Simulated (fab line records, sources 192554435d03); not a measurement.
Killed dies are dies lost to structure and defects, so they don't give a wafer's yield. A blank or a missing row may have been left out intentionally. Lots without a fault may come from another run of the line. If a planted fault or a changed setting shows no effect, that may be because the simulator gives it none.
fab line records	flow n5_finfet
record: lots: 10	wafers: 28	last_day: 18
route steps=1938 shown ZERO_LAYER@16 WELL_APT@44 PMOS_HMC_CHANNEL_EPI@68 BEOL_M4@1111 PASSIVATION@1936
lots that met no fault: from a run of the same line without faults
start_h: hours from the record's first day to the start of the lot's first wafer shown	wait_h: time in hours since the lot's previous step	" identical to the entry in the row above	L1.1+2: several wafers, shown together as one row	- no value, or no start was given	* or withheld: withheld	< > ~ a bound
route shown NAME@n: a module of which the file shows steps, and the number in the route of the first	usual: mean/standard deviation taken from wafers without a fault	same: alike in all rows	chamber/n: place in a boat	sites: readings site by site	_std_site: how widely they spread, as a standard deviation	_edge_site: inner sites' mean taken away from outer sites' mean	radius_mm: how far each site lies from the wafer's centre	mask NAME#n: copy n	behind: the last tool/chamber to shape the wafer	hold: why the lot was held/for how many hours/how that ended	device: transistor that didn't switch, given as n, p or np	end of line: tests run on the same wafers once the route is complete	where a step has no rows: the recipe by itself	killed: dies lost to structure and defects at the first sort, not the wafer's yield	map: the dies of a wafer, with x for killed, . for not killed, _ for no die there
set.NAME: the run value of the setting; set.NAME@STEP: its run value at that earlier step	model.NAME: the simulator's own value behind a step, which no gauge read
a sample of lots followed through the steps of the route, with each step as a table and each wafer as a row
services: a tool's chamber out of use, with start hour (start_h, from the record's first day; less than 0 if before it), hours out, and reason
== steps ==
step: N5_ZERO_LAYER_ETCH_18
recipe: chemistry: HBr/Cl2	target: Si	target_depth_a: 1200	time_s: 40	pressure_mtorr: 10	icp_w: 800	bias_w: 75	HBr_flow_sccm: 150	Cl2_flow_sccm: 80
usual: bias_w: 75.01/0.19	drypump_motor_current_A: 5.7/0.41	oes_product_au: 1.000/0.017	throttle_valve_pct: 36.2/0.36
lot.wafer	tool	chamber	start_h	wait_h	bias_w	drypump_motor_current_A	oes_product_au	rf_hours_counter_h	throttle_valve_pct
L841.2	rie_si-02	1	12.93	0.0	74.93	6.2	1.014	111	35.9
L841.3	"	0	"	"	74.80	5.3	0.989	3	36.3
L841.4	"	2	"	"	75.00	4.9	1.016	74	36.6
L842.1	rie_si-03	1	18.80	0.0	74.86	5.0	0.981	99	36.3
L842.4	"	0	"	"	75.07	6.2	1.023	5	35.9
L842.6	"	0	"	"	75.24	6.2	1.018	-	35.9
L843.2	rie_si-03	1	24.95	0.0	75.09	5.0	0.980	99	36.3
L843.3	"	2	"	"	75.26	6.0	1.010	3	36.0
L843.5	"	0	"	"	74.75	6.2	1.020	-	35.9
L846.2	rie_si-04	0	43.10	0.0	74.85	5.9	0.987	124	36.5
L846.4	"	3	"	"	75.13	5.9	0.998	194	35.6
L846.6	"	1	"	"	75.19	5.8	0.968	-	36.5
L847.5	rie_si-04	0	48.96	0.1	74.84	6.0	0.983	-	36.5
L847.6	"	3	"	"	74.88	5.9	0.992	-	35.6
L854.1	rie_si-03	0	91.40	0.0	81.52	6.2	1.021	6	35.9
L854.3	"	1	"	"	81.76	4.9	0.979	100	36.3
L854.6	"	0	"	"	81.47	6.2	1.029	-	35.9
L856.1	rie_si-03	1	102.79	0.0	81.70	5.0	0.989	101	36.3
L856.2	"	0	"	"	81.61	6.2	1.019	6	35.9
L856.3	"	3	"	"	81.60	5.8	1.000	76	36.2
L862.2	rie_si-04	1	138.80	0.1	74.94	5.9	0.975	50	36.5
L862.3	"	2	"	"	75.25	6.0	1.025	51	36.9
L862.6	"	3	"	"	75.11	5.9	0.991	-	35.6
L863.1	rie_si-04	2	144.79	0.0	74.79	6.0	1.022	52	36.9
L863.4	"	2	"	"	74.74	6.0	1.023	-	36.9
L863.6	"	1	"	"	75.12	5.9	0.969	-	36.5
L864.1	rie_si-02	3	150.91	0.0	75.33	5.6	1.019	132	35.8
L864.4	"	0	"	"	75.06	5.3	0.986	6	36.4
step: N5_WELL_APT_OVL_MEAS_26
recipe: points_per_wafer: 44
usual: PWELL_OVL: 1/6.8
lot.wafer	tool	chamber	start_h	wait_h	PWELL_OVL[nm]
L841.2	overlay-02	0	14.98	0.0	3
L841.3	"	0	"	"	5
L841.4	"	0	"	"	8
L842.1	overlay-01	0	21.04	0.0	5
L842.4	"	0	"	"	6
L842.6	"	0	"	"	9
L843.2	overlay-02	0	27.25	0.0	-6
L843.3	"	0	"	"	-4
L843.5	"	0	"	"	-1
L846.2	overlay-01	0	45.56	0.0	6
L846.4	"	0	"	"	8
L846.6	"	0	"	"	-2
L847.5	overlay-02	0	51.09	0.0	-3
L847.6	"	0	"	"	-7
L854.1	overlay-02	0	93.59	0.0	10
L854.3	"	0	"	"	8
L854.6	"	0	"	"	13
L856.1	overlay-02	0	104.96	0.0	9
L856.2	"	0	"	"	9
L856.3	"	0	"	"	6
L862.2	overlay-01	0	140.76	0.0	-1
L862.3	"	0	"	"	5
L862.6	"	0	"	"	9
L863.1	overlay-01	0	147.05	0.0	-2
L863.4	"	0	"	"	4
L863.6	"	0	"	"	1
L864.1	overlay-02	0	153.11	0.0	1
L864.4	"	0	"	"	-1
step: N5_PMOS_HMC_CHANNEL_EPI_DESCUM_14
recipe: chemistry: O2	time_s: 7.9	source_power_w: 50	bias_power_w: 20	pressure_mtorr: 20	rf_frequency_hz: 2.712e+07	temp_c: 40	resist: CAR-ArF-block	o2_flow_sccm: 225
usual: bias_power_w: 20.00/0.057	drypump_motor_current_A: 5.60/0.28	oes_product_au: 0.76/0.068	rf_vpp_V: 243.8/0.99	showerhead_plenum_p_Torr: 2.13/0.042	throttle_valve_pct: 20.41/0.25
lot.wafer	tool	chamber	start_h	wait_h	bias_power_w	drypump_motor_current_A	oes_product_au	rf_hours_counter_h	rf_vpp_V	showerhead_plenum_p_Torr	throttle_valve_pct
L841.2	rie_diel-06	1	17.10	0.0	20.05	5.27	0.71	220	243.6	2.16	20.45
L841.3	"	0	"	"	19.88	5.83	0.77	118	242.8	2.16	20.21
L841.4	"	2	"	"	20.01	5.56	0.74	141	242.4	2.11	20.51
L842.1	rie_diel-05	3	23.48	0.0	19.98	5.54	0.73	171	242.6	2.09	20.63
L842.4	"	0	"	"	19.93	6.06	0.79	122	245.3	2.20	20.22
L842.6	"	0	"	"	19.88	6.03	0.80	-	244.7	2.20	20.23
L843.2	rie_diel-06	1	30.11	0.0	20.02	5.28	0.71	224	245.8	2.15	20.45
L843.3	"	3	"	"	20.05	5.32	0.92	24	241.5	2.05	20.31
L843.5	"	1	"	"	20.01	5.27	0.71	-	244.7	2.15	20.44
L846.2	rie_diel-06	1	48.07	0.3	19.98	5.28	0.70	228	243.6	2.15	20.44
L846.4	"	3	"	"	19.98	5.29	0.91	28	244.0	2.05	20.33
L846.6	"	1	"	"	20.07	5.25	0.70	-	242.8	2.15	20.45
L847.5	rie_diel-05	1	53.56	0.1	19.95	5.25	0.84	-	244.3	2.13	20.17
L847.6	"	0	"	"	19.98	6.07	0.78	-	244.1	2.19	20.22
L854.1	rie_diel-05	1	95.81	0.0	19.98	5.28	0.83	64	244.8	2.12	20.17
L854.3	"	0	"	"	20.07	6.03	0.77	144	244.5	2.19	20.27
L854.6	"	2	"	"	19.94	5.54	0.88	-	244.6	2.12	20.25
L856.1	rie_diel-05	0	107.25	0.0	20.02	5.99	0.78	146	244.7	2.19	20.24
L856.2	"	2	"	"	19.94	5.58	0.88	30	244.2	2.12	20.28
L856.3	"	1	"	"	19.93	5.26	0.83	66	243.5	2.12	20.21
L862.2	rie_diel-06	0	142.91	0.0	19.92	5.83	0.74	159	243.5	2.15	20.29
L862.3	"	2	"	"	20.02	5.56	0.72	182	243.1	2.09	20.55
L862.6	"	0	"	"	19.91	5.82	0.73	-	243.6	2.15	20.27
L863.1	rie_diel-05	3	150.13	0.9	20.02	5.54	0.70	208	244.0	2.08	20.69
L863.4	"	1	"	"	20.04	5.27	0.82	78	244.3	2.12	20.21
L863.6	"	0	"	"	20.06	6.04	0.77	-	244.4	2.18	20.27
L864.1	rie_diel-05	1	155.36	0.0	19.88	5.31	0.81	79	244.3	2.12	20.22
L864.4	"	3	"	"	20.06	5.57	0.71	209	245.3	2.08	20.69
step: N5_PMOS_HMC_CHANNEL_EPI_ETCH_32
recipe: chemistry: N2/H2	target: BARC	stop_on: SiO2	target_depth_a: 858	over_etch_frac: 0.3	time_s: 50.3	ion_energy_ev: 200	mask_material: CAR-ArF-block	pressure_mtorr: 30	source_w: 840	bias_w: 150	n2_flow_sccm: 200	h2_flow_sccm: 200
usual: bias_w: 150.0/0.42	drypump_motor_current_A: 5.61/0.28	oes_product_au: 0.65/0.057	rf_vpp_V: 525.2/1.7	showerhead_plenum_p_Torr: 2.59/0.055	throttle_valve_pct: 17.92/0.21
lot.wafer	tool	chamber	start_h	wait_h	bias_w	drypump_motor_current_A	oes_product_au	rf_hours_counter_h	rf_vpp_V	showerhead_plenum_p_Torr	throttle_valve_pct
L841.2	rie_diel-06	1	17.13	0.0	150.5	5.29	0.60	220	525.3	2.61	17.81
L841.3	"	0	"	"	149.7	5.83	0.68	118	526.3	2.67	17.93
L841.4	"	2	"	"	149.5	5.56	0.65	141	523.3	2.55	17.92
L842.1	rie_diel-05	3	23.52	0.0	149.4	5.56	0.63	171	523.5	2.52	17.87
L842.4	"	0	"	"	149.7	6.03	0.67	122	528.0	2.66	17.76
L842.6	"	0	"	"	149.9	6.04	0.67	-	527.4	2.66	17.76
L843.2	rie_diel-06	1	30.15	0.0	150.1	5.29	0.59	224	527.1	2.61	17.82
L843.3	"	3	"	"	150.1	5.26	0.77	24	521.3	2.51	17.92
L843.5	"	1	"	"	150.5	5.31	0.60	-	527.5	2.61	17.81
L846.2	rie_diel-06	1	48.11	0.0	149.6	5.31	0.60	228	526.2	2.61	17.82
L846.4	"	3	"	"	150.0	5.27	0.77	29	522.2	2.50	17.93
L846.6	"	1	"	"	149.8	5.30	0.59	-	526.2	2.61	17.82
L847.5	rie_diel-05	1	53.59	0.0	149.0	5.28	0.73	-	524.9	2.60	17.68
L847.6	"	0	"	"	149.4	6.00	0.66	-	526.4	2.66	17.79
L854.1	rie_diel-05	1	95.85	0.0	150.1	5.27	0.72	64	524.6	2.60	17.71
L854.3	"	0	"	"	150.1	6.02	0.65	144	527.0	2.65	17.81
L854.6	"	2	"	"	149.2	5.55	0.75	-	525.4	2.61	17.98
L856.1	rie_diel-05	0	107.28	0.0	149.9	5.99	0.65	146	528.0	2.65	17.81
L856.2	"	2	"	"	149.2	5.56	0.76	30	524.1	2.61	17.98
L856.3	"	1	"	"	149.9	5.30	0.71	66	525.5	2.60	17.71
L862.2	rie_diel-06	0	142.95	0.0	149.4	5.85	0.64	159	528.2	2.65	17.99
L862.3	"	2	"	"	150.3	5.57	0.62	182	523.5	2.54	17.97
L862.6	"	0	"	"	149.3	5.83	0.64	-	528.6	2.65	17.99
L863.1	rie_diel-05	3	150.17	0.0	149.5	5.55	0.61	208	523.3	2.50	17.92
L863.4	"	1	"	"	149.5	5.25	0.71	78	525.0	2.59	17.74
L863.6	"	0	"	"	149.9	6.06	0.65	-	526.4	2.65	17.82
L864.1	rie_diel-05	1	155.40	0.0	150.7	5.29	0.70	79	525.6	2.59	17.73
L864.4	"	3	"	"	149.4	5.54	0.60	209	524.4	2.50	17.94
step: N5_BEOL_M4_RC_MEAS_101
usual: DIBL_N: 35.8/1.5	DIBL_P: 35.9/1.8	IOFF_N: 0.152/0.025	IOFF_P: 0.21/0.031	ION_N: 672/11	ION_P: 462/7.4	SS_N: 71.5/0.52	SS_P: 73.2/0.54	VT_N: 250/3	VT_P: -250/3.3
lot.wafer	tool	chamber	start_h	wait_h	DIBL_N[mV/V]	DIBL_P[mV/V]	IOFF_N[nA/um]	IOFF_P[nA/um]	ION_N[uA/um]	ION_P[uA/um]	SS_N[mV/dec]	SS_P[mV/dec]	VT_N[mV]	VT_P[mV]
L842.1	prober-01	0	166.18	0.0	35.7	36.5	0.146	0.19	670	454	72.9	72.9	251	-253
L842.4	"	0	"	"	38.0	38.4	0.192	0.21	672	457	73.0	73.7	250	-249
L842.6	"	0	"	"	37.1	37.1	0.176	0.20	682	455	72.7	73.0	251	-249
L841.2	prober-02	0	172.02	0.2	37.7	37.6	0.168	0.25	681	470	71.9	73.4	250	-247
L841.3	"	0	"	"	35.8	35.2	0.146	0.20	669	463	71.5	73.2	250	-248
L841.4	"	0	"	"	35.6	36.1	0.145	0.22	672	472	71.4	72.5	251	-248
L843.2	prober-02	0	178.93	0.2	37.5	36.4	0.161	0.23	675	467	71.4	73.3	249	-247
L843.3	"	0	"	"	38.5	38.3	0.195	0.27	690	474	72.0	73.9	244	-245
L843.5	"	0	"	"	35.5	34.8	0.131	0.20	665	465	71.7	73.3	251	-248
L846.2	prober-02	0	202.37	0.2	36.1	34.1	0.143	0.20	678	465	71.3	73.3	251	-249
L846.4	"	0	"	"	36.7	34.2	0.153	0.20	659	449	71.6	73.1	249	-247
L846.6	"	0	"	"	36.1	35.3	0.155	0.22	664	461	70.4	73.9	248	-247
L847.5	prober-02	0	219.01	0.6	36.8	38.6	0.155	0.19	678	459	71.0	73.4	252	-252
L847.6	"	0	"	"	37.5	38.5	0.170	0.20	676	463	70.9	73.9	251	-254
L854.1	prober-02	0	244.23	0.0	34.0	33.2	0.117	0.17	659	461	71.1	73.0	251	-252
L854.3	"	0	"	"	33.8	33.3	0.122	0.18	655	455	70.5	72.8	252	-252
L854.6	"	0	"	"	34.7	34.0	0.126	0.18	666	454	71.7	73.1	253	-252
L856.1	prober-02	0	261.63	0.0	35.2	36.2	0.142	0.20	675	461	71.5	73.4	250	-252
L856.2	"	0	"	"	38.9	40.1	0.205	0.27	687	475	72.3	74.0	245	-247
L856.3	"	0	"	"	35.4	35.7	0.134	0.20	658	456	71.5	72.7	250	-251
L862.2	prober-02	0	300.52	0.2	33.7	34.6	0.135	0.20	662	465	71.3	72.6	251	-249
L862.3	"	0	"	"	33.9	34.2	0.133	0.19	664	455	71.8	73.0	253	-251
L862.6	"	0	"	"	34.5	34.7	0.145	0.20	653	455	71.4	73.2	254	-252
L863.1	prober-01	0	303.34	0.0	36.0	35.4	0.146	0.22	676	467	71.5	73.1	251	-249
L863.4	"	0	"	"	35.9	35.9	0.154	0.23	678	466	71.8	73.0	246	-248
L863.6	"	0	"	"	35.4	35.1	0.144	0.21	693	468	71.3	72.4	251	-248
L864.1	prober-02	0	321.00	0.0	35.6	35.7	0.151	0.21	666	465	71.9	73.4	251	-251
L864.4	"	0	"	"	35.0	34.9	0.137	0.19	675	472	71.3	72.8	256	-253
step: N5_PASSIVATION_PROBE_49
usual: defect_limited_yield: 91.7/1.7	killed_at_M0_to_M3: 34/10	killed_at_M4_up: 13/5.1	killed_at_contacts: 12/6.2	killed_at_front_end: 36/12	killed_at_other: 3.2/2.6	killed_dies: 98/20	killed_open: 65/13	killed_short: 32/8.4	sort_bin_5_function: 4.8/1.1	sort_bin_6_memory: 3.2/0.74	sort_bin_8_speed: 0.00/0.012	sort_n_pass: 1082/20	sort_yield_pct: 91.7/1.7
same: gross_dies: 1180	killed_at_back_side: 0	sort_bin_4_leakage[%]: 0
lot.wafer	tool	chamber	start_h	wait_h	defect_limited_yield[%]	killed_at_M0_to_M3	killed_at_M4_up	killed_at_contacts	killed_at_front_end	killed_at_other	killed_dies	killed_open	killed_short	sort_bin_5_function[%]	sort_bin_6_memory[%]	sort_bin_8_speed[%]	sort_n_pass	sort_yield_pct[%]
L841.2	prober-01	-	273.70	0.1	92.1	38	8	15	32	0	93	62	30	4.6	2.9	0	1087	92.1
L841.3	prober-01	-	273.75	0.1	91.3	58	12	8	24	1	103	65	38	5.1	3.0	0	1077	91.3
L841.4	prober-01	-	273.80	0.2	93.0	34	11	9	27	2	83	61	19	4.9	1.9	0	1097	93.0
killed by level:class
L841.2 BEOL_M0_SAQP:geometric_particle:short=13 MOL_CONTACT_COAG:geometric_particle:open=12 FIN_SAQP:geometric_particle:open=9 BEOL_M0_SAQP:geometric_particle:open=8 BEOL_M1:geometric_particle:open=6 FIN_SAQP:geometric_particle:short=5 STI_FIN_REVEAL:geometric_particle:open=4 BEOL_M2:geometric_particle:open=4
L841.3 BEOL_M0_SAQP:geometric_particle:short=18 BEOL_M0_SAQP:geometric_particle:open=12 BEOL_M1:geometric_particle:open=10 BEOL_M2:geometric_particle:open=9 MOL_CONTACT_COAG:geometric_particle:open=6 BEOL_M4:geometric_particle:open=6 FIN_SAQP:geometric_particle:short=5 FIN_SAQP:geometric_particle:open=4
L841.4 BEOL_M1:geometric_particle:open=12 MOL_CONTACT_COAG:geometric_particle:open=9 BEOL_M3:geometric_particle:open=6 STI_FIN_REVEAL:geometric_particle:open=5 GATE_CUT:geometric_particle:open=5 BEOL_M0_SAQP:geometric_particle:short=4 BEOL_M2:geometric_particle:open=4 DUMMY_GATE:geometric_particle:open=3
== services ==
tool	chamber	start_h	hours	kind
rie_si-04	1	15.84	10.1	repair
rie_si-03	-	26.22	1.2	repair
rie_si-02	1	26.48	19.3	repair
rie_si-03	3	30.37	5.1	repair
rie_si-03	1	39.23	1.2	repair
rie_si-02	-	43.05	3.5	repair
rie_si-03	1	59.21	1.6	repair
rie_diel-05	1	73.51	5.2	repair
rie_si-03	2	75.40	5.5	repair
rie_si-02	-	83.60	2.8	pm
rie_si-03	2	98.76	11.3	repair
rie_diel-06	1	130.63	9.8	repair
rie_si-04	3	139.61	-	clean
rie_si-04	3	139.61	21.5	scheduled_down
rie_si-04	3	139.61	21.5	vent_cycle
rie_diel-06	1	140.64	-	clean
rie_diel-06	1	140.64	-	consumable_replace:focus_ring
rie_diel-06	1	140.64	25.2	scheduled_down
rie_diel-06	1	140.64	25.2	vent_cycle
rie_diel-06	2	149.71	12.8	repair
== key ==
first_sign: step: N5_ZERO_LAYER_ETCH_18	reading: bias_w	direction: up	sigmas: 35	usual: *	struck: *
effect none on later readings
met_at N5_ZERO_LAYER_ETCH_18
struck_lots L854,L856
not_acting_at N5_WELL_APT_OVL_MEAS_26,N5_PMOS_HMC_CHANNEL_EPI_DESCUM_14,N5_PMOS_HMC_CHANNEL_EPI_ETCH_32
onset_between 24.95 91.40
fault: kind: process_parameter_drift	tool: rie_si-03	chamber: -	onset_h: 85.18	steps: N5_ZERO_LAYER_ETCH_18	channel: bias_w	offset: *	shape: step	end_h: 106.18	acts_in: *	stated: *
